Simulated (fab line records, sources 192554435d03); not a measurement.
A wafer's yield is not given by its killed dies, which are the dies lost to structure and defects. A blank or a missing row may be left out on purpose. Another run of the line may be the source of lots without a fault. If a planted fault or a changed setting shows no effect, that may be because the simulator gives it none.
Split-lot trial + flow n5Finfet + on a route of 1938 steps: 7 lots, 21 wafers read

THE SPLIT
At N5_SD_EPI_P_EPI_21 (deposits SiGe:B, time 355 s), the setting tempC was moved away from the recipe's 550 C on 5 of the 21 wafers read, by -0.3% to +0.6%. The other wafers ran this setting at the recipe's value.

FROM THE SPLIT TO THE READING: what the file shows between them, 2 steps
- N5_SD_EPI_P_HM_STRIP_48: strips SiNx in H3PO4, material SiNx, target depth 3 nm
- N5_SD_ACTIVATION_LSA_01: time 0.0008 s (also split here: tempC)

THE READING
RS_SD_P, in ohm/sq, at N5_SD_ACTIVATION_RS_MEAS_03 (measures by four-point-probe). On this fab line, fault-free wafers typically give 55.8 ohm/sq with a standard deviation of 0.89 ohm/sq.

| wafer  | tool, chamber at the split | tempC as run, C | against the recipe | RS_SD_P, ohm/sq | against lot-mates on the recipe |
|--------|----------------------------|-----------------|--------------------|-----------------|---------------------------------|
| L074.1 | epiRpcvd-01, 0             | 553.1           | +0.6%              | 51.3            | -3.2                            |
| L074.2 | epiRpcvd-01, 0             | 553.1           | +0.6%              | 51.4            | -3.1                            |
| L074.6 | epiRpcvd-01, 0             | 550             | recipe             | 54.5            | -                               |
| L075.1 | epiRpcvd-01, 0             | 550             | recipe             | 54.4            | -                               |
| L075.2 | epiRpcvd-01, 0             | 550             | recipe             | 54.9            | -                               |
| L075.3 | epiRpcvd-01, 0             | 550             | recipe             | 54.3            | -                               |
| L082.2 | epiRpcvd-03, 0             | 550             | recipe             | 54.4            | -                               |
| L082.3 | epiRpcvd-03, 0             | 548.9           | -0.2%              | 56.9            | +2.4                            |
| L082.5 | epiRpcvd-03, 0             | 550             | recipe             | 54.5            | -                               |
| L084.2 | epiRpcvd-02, 0             | 550             | recipe             | 55.4            | -                               |
| L084.3 | epiRpcvd-02, 0             | 550             | recipe             | 56.0            | -                               |
| L084.6 | epiRpcvd-02, 0             | 550             | recipe             | 55.8            | -                               |
| L085.1 | epiRpcvd-01, 0             | 548.3           | -0.3%              | 58.2            | +2.0                            |
| L085.4 | epiRpcvd-01, 0             | 548.3           | -0.3%              | 58.2            | +2.0                            |
| L085.6 | epiRpcvd-01, 0             | 550             | recipe             | 56.2            | -                               |
| L087.1 | epiRpcvd-02, 0             | 550             | recipe             | 56.2            | -                               |
| L087.2 | epiRpcvd-02, 0             | 550             | recipe             | 56.1            | -                               |
| L087.5 | epiRpcvd-02, 0             | 550             | recipe             | 56.5            | -                               |
| L097.1 | epiRpcvd-03, 0             | 550             | recipe             | 56.0            | -                               |
| L097.2 | epiRpcvd-03, 0             | 550             | recipe             | 55.2            | -                               |
| L097.5 | epiRpcvd-03, 0             | 550             | recipe             | 54.8            | -                               |

FIT RESULTS
A straight line over all 21 wafers: RS_SD_P changes by -7.62 ohm/sq for each +1% of tempC; r = -0.91; the points scatter about the line by 0.72 ohm/sq.
The same after taking each lot's own level away (the mean of its wafers on the recipe; 21 wafers): -6.13 ohm/sq for each +1%; r = -0.96; scatter 0.38 ohm/sq.
According to that fit, moving tempC by its largest amount changes the reading by 3.5 ohm/sq.
The span of the lots' own levels, 54.45 to 56.27 ohm/sq, comes to 2.0 times the standard deviation stated above.
So the slope is not independent of the lot-to-lot level: the two fits are not the same.
Check: with one of the wafers moved furthest among these (+0.6%) left out of the fit, the line predicts -3.46 ohm/sq for it against its lot-mates. It came out at -3.2 ohm/sq against them.

ADDITIONAL SPLITS CARRIED BY THESE WAFERS
Before the reading, these wafers also passed through other splits. Each is held against what the fit with the lots' levels taken away leaves over:
| other split on the same wafers   | wafers away from the commonest value | r with RS_SD_P (lot level and that fit taken away) |
|----------------------------------|--------------------------------------|----------------------------------------------------|
| N5_SD_EPI_P_EXPOSE_06 doseMj     | 10                                   | +0.20                                              |
| N5_SD_EPI_P_ETCH_16 targetDepthA | 4                                    | -0.22                                              |
| N5_SD_ACTIVATION_LSA_01 tempC    | 5                                    | -0.49                                              |

THE WHOLE CHAIN: every reading that the file lists as answering this split, in the file's order
| step                        | what it does                                           | reading                                                                          | change (the file's fit)              | r (the file's) |
|-----------------------------|--------------------------------------------------------|----------------------------------------------------------------------------------|--------------------------------------|----------------|
| N5_SD_EPI_P_EPI_21          | deposits SiGe:B, time 355 s                            | SiGe-B_of_SD_EPI_P_EPI_21.thkNm (the simulator's own value, which no gauge read) | +7.25 nm for each +1% of the setting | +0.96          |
| N5_SD_EPI_P_HM_STRIP_48     | strips SiNx in H3PO4, material SiNx, target depth 3 nm | SiGe-B_of_SD_EPI_P_EPI_21.thkNm (the simulator's own value, which no gauge read) | +7.39 nm for each +1% of the setting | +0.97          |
| N5_SD_ACTIVATION_RS_MEAS_03 | measures by four-point-probe                           | RS_SD_P                                                                          | -6.42 for each +1% of the setting    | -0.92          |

FILE'S OWN FIT
RS_SD_P changes by -6.42 ohm/sq for each +1% of tempC, r = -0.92.
